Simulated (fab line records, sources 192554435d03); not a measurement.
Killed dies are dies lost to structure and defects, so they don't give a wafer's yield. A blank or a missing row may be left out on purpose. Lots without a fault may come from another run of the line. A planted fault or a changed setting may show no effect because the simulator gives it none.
Chamber matching | flow n5_finfet | N5_BEOL_M7_DESCUM_16 on rie_diel-01: 4 sister chambers
The step chemistry O2, time 7.9 s. 8 wafers are shown with their chamber, then 11 later ones without.

WAFERS WITH THEIR CHAMBER
wafer  | chamber | drypump_motor_current_A (A) | showerhead_plenum_p_Torr (Torr)
L078.6 | 1       | 4.9                         | 2.14
L089.5 | 3       | 5.9                         | 2.05
L087.3 | 0       | 6.7                         | 2.04
L087.5 | 3       | 5.8                         | 2.05
L087.6 | 0       | 6.7                         | 2.04
L094.5 | 2       | 6.0                         | 2.00
L094.6 | 1       | 4.9                         | 2.13
L092.1 | 2       | 6.0                         | 2.00

WAFERS WITHOUT THEIR CHAMBER
wafer  | drypump_motor_current_A (A) | showerhead_plenum_p_Torr (Torr)
L092.4 | 5.9                         | 2.05
L092.5 | 6.7                         | 2.04
L093.1 | 4.9                         | 2.13
L093.2 | 5.8                         | 2.05
L093.4 | 6.0                         | 2.00
L096.1 | 6.7                         | 2.04
L096.3 | 5.9                         | 2.05
L096.4 | 5.9                         | 2.05
L097.2 | 5.9                         | 2.04
L097.4 | 6.0                         | 1.99
L097.6 | 5.9                         | 2.04

WHICH CHAMBER EACH WENT THROUGH
wafer  | from the rows above | in truth
L092.4 | 3                   | 3
L092.5 | 0                   | 0
L093.1 | 1                   | 1
L093.2 | 3                   | 3
L093.4 | 2                   | 2
L096.1 | 0                   | 0
L096.3 | 3                   | 3
L096.4 | 3                   | 3
L097.2 | 3                   | 3
L097.4 | 2                   | 2
L097.6 | 3                   | 3
Placed correctly: 11 of 11. Can't be placed from these rows: 0. Placed wrongly: 0.
How it was worked out, from the rows above alone: a wafer's distance from a chamber is the root of the sum, over the readings, of the square of ((its reading less the chamber's mean) divided by the reading's scatter). The wafer belongs to the nearest chamber; if the next one is less than 2 further off, it can't be placed. A chamber's mean is the mean of its shown wafers. The scatter: the root of (the sum of the squares of (reading less its chamber's mean) over the shown wafers, divided by (wafers less chambers)).
